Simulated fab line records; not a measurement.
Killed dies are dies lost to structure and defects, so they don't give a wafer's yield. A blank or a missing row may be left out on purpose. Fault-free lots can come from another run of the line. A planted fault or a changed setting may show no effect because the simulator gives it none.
Comparing a struck lot with a sound one :: flow n5_finfet :: 14 steps out of a route of 1938
Sound: wafers L389.3, L389.4, L389.6. Struck: wafers L391.3, L391.4 (left out: L391.6, a lot-mate that was not struck); the cause follows at the end.
Order at every step that has rows: each side's tool, ch and its chambers, its first start. Under that, the readings that differ: sound wafers :: struck wafers :: difference of the means :: sigmas: that difference in standard deviations of wafers without a fault.
alike: words and numbers the same on both sides, and readings whose means are apart by under 2 such deviations; not compared: readings that were withheld, readings missing a value for some wafer, numbers with overlapping values and no deviation given by the record, and bounds like >300 which may hide the same value.
The two part at a step that has a row with sigmas, a row that says differs or no value, or rows on one side only. When numbers do not overlap yet have no deviation, they are printed without sigmas and do not part them. A reading missing from all wafers of one side parts the sides only when that side holds two or more wafers.

N5_BEOL_M12_ETCH_68: etches SOC in N2/H2, time 285 s.
  sound on rie_diel-02 ch 0,1,3, day 12 03:16; struck on rie_diel-02 ch 0,1, day 12 19:54
  alike: drypump_motor_current_A, oes_product_au, rf_vpp_V, showerhead_plenum_p_Torr, throttle_valve_pct
  not compared: rf_hours_counter_h
then, 3 steps without rows for these wafers: N5_BEOL_M12_STRIP_69 (strips in N2/H2); N5_BEOL_M12_TRENCH_ETCH_34 (etches SiOC in C4F8/O2/Ar, target depth 318.95 nm, time 125.5 s); N5_BEOL_M12_STRIP_70 (strips in C4F8/O2/Ar).
N5_BEOL_M12_OCD_MEAS_35:
  sound on ocd-02 at day 12 03:37; struck on ocd-01 at day 12 20:14
  alike: trench_depth_nm
then, 1 step without rows for these wafers: N5_BEOL_M12_STRIP_37 (strips in N2/H2).
N5_BEOL_M12_ETCH_38: etches SiCN in CF4/N2, target depth 68.7 nm, time 73.4 s.
  sound on rie_diel-04 ch 1,2,3, day 12 07:13; struck on rie_diel-04 ch 2,3, day 12 21:24
  alike: drypump_motor_current_A, oes_product_au, rf_vpp_V, showerhead_plenum_p_Torr, throttle_valve_pct
  not compared: rf_hours_counter_h
then, 3 steps without rows for these wafers: N5_BEOL_M12_PRECLEAN_39 (cleans in residue remover, time 60 s); N5_BEOL_M12_SRD_40 (time 30 s, dry time 30 s); N5_BEOL_M12_DEGAS_41 (time 60 s).
N5_BEOL_M12_PRE_CLEAN_42: time 30 s.
  sound on pvd_sputter-01 at day 12 07:28; struck on pvd_sputter-02 at day 12 21:40
  alike: heater_power_w
N5_BEOL_M12_SPUTTER_43: material TaN, target thk 15 nm, time 24.19 s.
  sound on pvd_sputter-01 at day 12 07:30; struck on pvd_sputter-02 at day 12 21:42
  alike: chamber_pressure_pa, throttle_valve_pct
N5_BEOL_M12_SPUTTER_44: material Ta, target thk 10 nm, time 16.13 s.
  sound on pvd_sputter-01 at day 12 07:35; struck on pvd_sputter-02 at day 12 21:47
reading: chamber_pressure_pa (Pa)
sound: 0.06999 0.07019 0.07021
struck: 0.06974 0.06983
difference: -0.00034
sigmas: -2

reading: model.Ta_of_BEOL_M12_SPUTTER_44.thk_nm (nm)
sound: 10 10 10
struck: 10.4 10.6
difference: +0.5
sigmas: 
  alike: throttle_valve_pct
N5_BEOL_M12_SPUTTER_45: material Cu, target thk 80 nm, time 13.33 s.
  sound on pvd_sputter-01 at day 12 07:40; struck on pvd_sputter-02 at day 12 21:52
  alike: chamber_pressure_pa, chuck_sensor_temp_C, throttle_valve_pct

== WHERE THEY PART ==
At N5_BEOL_M12_SPUTTER_44 and nowhere else, as far as this record goes. Later steps at which nothing parts them and some readings are alike: N5_BEOL_M12_SPUTTER_45.

WHY: what had been put in by the simulator
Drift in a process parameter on pvd_sputter-02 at N5_BEOL_M12_SPUTTER_44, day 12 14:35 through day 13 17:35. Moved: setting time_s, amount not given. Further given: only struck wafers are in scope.
